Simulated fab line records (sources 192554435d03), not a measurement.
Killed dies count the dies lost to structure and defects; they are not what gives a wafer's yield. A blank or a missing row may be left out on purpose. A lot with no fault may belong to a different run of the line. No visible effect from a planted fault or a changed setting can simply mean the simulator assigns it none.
Lot-split experiment | flow n5Finfet | on a route of 1938 steps: 7 lots, 39 wafers read

## THE SPLIT ITSELF
At N5_SD_EPI_N_DEVELOP_08 (develop time 30 s), the setting developTimeS was moved away from the recipe's 30 s on 9 of the 39 wafers read, by -52.0% to -33.3%. This setting was run at the recipe's value on the other wafers.

Split to reading: the file shows no intervening step.

## THE READING
cdNm at N5_SD_EPI_N_CD_MEAS_09, given in nm (cd target 120 nm). Fault-free wafers of this fab line usually give 120.0 nm, standard deviation 0.72 nm.

wafer  | tool, chamber at the split | developTimeS as run, s | against the recipe | cdNm, nm | against lot-mates on the recipe
L074.1 | lithoTrack-02, 0           | 30                     | recipe             | 119.9    | -
L074.2 | lithoTrack-02, 0           | 30                     | recipe             | 119.6    | -
L074.3 | lithoTrack-02, 0           | 30                     | recipe             | 118.7    | -
L074.4 | lithoTrack-02, 0           | 30                     | recipe             | 119.9    | -
L074.5 | lithoTrack-02, 0           | 30                     | recipe             | 120.3    | -
L074.6 | lithoTrack-02, 0           | 30                     | recipe             | 120.8    | -
L077.1 | lithoTrack-03, 0           | 30                     | recipe             | 120.4    | -
L077.2 | lithoTrack-03, 0           | 30                     | recipe             | 120.6    | -
L077.3 | lithoTrack-03, 0           | 30                     | recipe             | 120.5    | -
L077.4 | lithoTrack-03, 0           | 30                     | recipe             | 118.4    | -
L077.5 | lithoTrack-03, 0           | 30                     | recipe             | 120.7    | -
L077.6 | lithoTrack-03, 0           | 30                     | recipe             | 120.3    | -
L078.1 | lithoTrack-02, 0           | 30                     | recipe             | 119.0    | -
L078.2 | lithoTrack-02, 0           | 30                     | recipe             | 120.3    | -
L078.3 | lithoTrack-02, 0           | 14.41                  | -52.0%             | 116.5    | -3.3
L078.4 | lithoTrack-02, 0           | 14.41                  | -52.0%             | 115.9    | -3.9
L078.5 | lithoTrack-02, 0           | 14.41                  | -52.0%             | 115.4    | -4.4
L078.6 | lithoTrack-02, 0           | 30                     | recipe             | 120.0    | -
L079.1 | lithoTrack-03, 0           | 30                     | recipe             | 119.7    | -
L079.2 | lithoTrack-03, 0           | 30                     | recipe             | 120.0    | -
L079.5 | lithoTrack-03, 0           | 30                     | recipe             | 118.9    | -
L086.1 | lithoTrack-02, 0           | 30                     | recipe             | 121.6    | -
L086.2 | lithoTrack-02, 0           | 30                     | recipe             | 121.7    | -
L086.3 | lithoTrack-02, 0           | 20.01                  | -33.3%             | 117.9    | -3.5
L086.4 | lithoTrack-02, 0           | 20.01                  | -33.3%             | 119.8    | -1.6
L086.5 | lithoTrack-02, 0           | 20.01                  | -33.3%             | 118.9    | -2.5
L086.6 | lithoTrack-02, 0           | 30                     | recipe             | 120.9    | -
L092.1 | lithoTrack-03, 0           | 30                     | recipe             | 120.1    | -
L092.2 | lithoTrack-03, 0           | 30                     | recipe             | 119.5    | -
L092.3 | lithoTrack-03, 0           | 30                     | recipe             | 120.6    | -
L092.4 | lithoTrack-03, 0           | 30                     | recipe             | 119.9    | -
L092.5 | lithoTrack-03, 0           | 30                     | recipe             | 120.0    | -
L092.6 | lithoTrack-03, 0           | 30                     | recipe             | 119.1    | -
L094.1 | lithoTrack-04, 0           | 18.52                  | -38.3%             | 116.6    | -3.1
L094.2 | lithoTrack-04, 0           | 30                     | recipe             | 119.5    | -
L094.3 | lithoTrack-04, 0           | 30                     | recipe             | 120.6    | -
L094.4 | lithoTrack-04, 0           | 30                     | recipe             | 119.0    | -
L094.5 | lithoTrack-04, 0           | 18.52                  | -38.3%             | 116.8    | -2.9
L094.6 | lithoTrack-04, 0           | 18.52                  | -38.3%             | 116.7    | -3.0

THE FIT
A straight line over all 39 wafers: cdNm changes by +0.0722 nm for each +1% of developTimeS; r = +0.84; the points scatter about the line by 0.85 nm.
The same after taking each lot's own level away (the mean of its wafers on the recipe; 39 wafers): +0.0755 nm for each +1%; r = +0.92; scatter 0.6 nm.
Per that fit: largest developTimeS move, reading shift of 3.9 nm.
Measured against the standard deviation above, the lots' own levels, which go from 119.53 to 121.40 nm, span 2.6 times it.
Consequently the slope shifts little with the lot-to-lot level, the two slopes agreeing.
Check: for one of the wafers moved furthest among these (-52.0%), held out of the fit, the line's prediction against its lot-mates is -4.06 nm. Against them it came out at -3.27 nm.

## ADDITIONAL SPLITS CARRIED BY THESE WAFERS
These wafers also went through other splits before the reading. Each is held against what the fit with the lots' levels taken away leaves over:
other split on the same wafers | wafers away from the commonest value | r with cdNm (lot level and that fit taken away)
N5_ZERO_LAYER_PECVD_02 timeS   | 9                                    | +0.14

## THE WHOLE CHAIN: every reading that the file lists as answering this split, in the file's order
step                   | what it does             | reading                                                        | change (the file's fit)                | r (the file's)
N5_SD_EPI_N_CD_MEAS_09 | target cd 120 nm         | cdNm                                                           | +0.0761 nm for each +1% of the setting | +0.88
N5_SD_EPI_N_DESCUM_14  | chemistry O2, time 7.9 s | SD_EPI_N.cdNm (the simulator's own value, which no gauge read) | +0.0803 nm for each +1% of the setting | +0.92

## FILE'S OWN FIT
cdNm changes by +0.0761 nm for each +1% of developTimeS, r = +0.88.
